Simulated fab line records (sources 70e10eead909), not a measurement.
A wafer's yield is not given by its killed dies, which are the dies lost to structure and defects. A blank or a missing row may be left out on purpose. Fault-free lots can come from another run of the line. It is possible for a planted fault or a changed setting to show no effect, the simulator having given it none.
Chamber matching | flow nandHarc | rieDiel-10 running NHARC_A_STAIRCASE_TRIM_20: 4 sister chambers
The step chemistry O2, time 211.2 s. 18 wafers are shown with their chamber, then 9 later ones without.

## WAFERS PAIRED WITH THEIR CHAMBERS
wafer  | chamber | showerheadPlenumPTorr (Torr) | drypumpMotorCurrentA (A) | rfVppV (V)
L082.1 | 2       | 3.32                         | 5.6                      | 55.7
L082.3 | 0       | 3.39                         | 5.5                      | 57.2
L082.5 | 1       | 3.56                         | 5.3                      | 57.7
L083.3 | 0       | 3.39                         | 5.5                      | 57.0
L083.4 | 1       | 3.56                         | 5.3                      | 58.0
L083.5 | 1       | 3.56                         | 5.3                      | 58.9
L086.1 | 1       | 3.56                         | 5.3                      | 57.4
L086.2 | 3       | 3.35                         | 5.4                      | 56.4
L086.6 | 2       | 3.31                         | 5.6                      | 56.8
L085.3 | 2       | 3.31                         | 5.6                      | 57.1
L085.5 | 3       | 3.35                         | 5.5                      | 57.3
L085.6 | 0       | 3.39                         | 5.5                      | 57.1
L087.1 | 2       | 3.31                         | 5.5                      | 55.9
L087.2 | 3       | 3.35                         | 5.5                      | 57.0
L087.4 | 1       | 3.55                         | 5.3                      | 57.4
L088.2 | 2       | 3.31                         | 5.6                      | 56.7
L088.5 | 3       | 3.35                         | 5.5                      | 58.2
L088.6 | 0       | 3.38                         | 5.5                      | 56.3

SIGNATURES (means of the wafers above)
reading               | chamber 0 | chamber 1 | chamber 2 | chamber 3 | scatter within a chamber
showerheadPlenumPTorr | 3.3875    | 3.5580    | 3.3120    | 3.3500    | 0.0041
drypumpMotorCurrentA  | 5.500     | 5.300     | 5.580     | 5.475     | 0.0333
rfVppV                | 56.900    | 57.880    | 56.440    | 57.225    | 0.61
Rule: for a wafer and a chamber, the distance is found by dividing, reading by reading, the gap between the wafer's reading and the chamber's mean by the reading's scatter, squaring, summing and taking the root. The wafer belongs to the nearest chamber; if the next one is less than 2 further off, it can't be placed. How the scatter is found: for the shown wafers, subtract from each reading the mean of its chamber, square and add these, divide the total by (wafers less chambers), then take the root.

## WAFERS MISSING THEIR CHAMBER
wafer  | showerheadPlenumPTorr (Torr) | drypumpMotorCurrentA (A) | rfVppV (V)
L091.1 | 3.35                         | 5.5                      | 56.0
L091.2 | 3.55                         | 5.3                      | 58.9
L091.4 | 3.38                         | 5.5                      | 57.4
L090.3 | 3.31                         | 5.5                      | 56.7
L090.5 | 3.38                         | 5.5                      | 57.4
L090.6 | 3.35                         | 5.5                      | 59.4
L096.1 | 3.36                         | 5.5                      | 58.0
L096.2 | 3.33                         | 5.4                      | 57.3
L096.6 | 3.29                         | 5.6                      | 57.5

## THE CHAMBER EACH PASSED THROUGH
wafer  | from the rows above     | in truth
L091.1 | 3                       | 3
L091.2 | 1                       | 1
L091.4 | 0                       | 0
L090.3 | 2                       | 2
L090.5 | 0                       | 0
L090.6 | 3                       | 3
L096.1 | 3                       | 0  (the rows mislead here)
L096.2 | can't be placed: 3 or 2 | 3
L096.6 | 2                       | 2
Correctly placed: 7 of 9. From these rows, 1 cannot be placed; in 1 the true chamber is one of the candidates. Wrongly placed: 1.
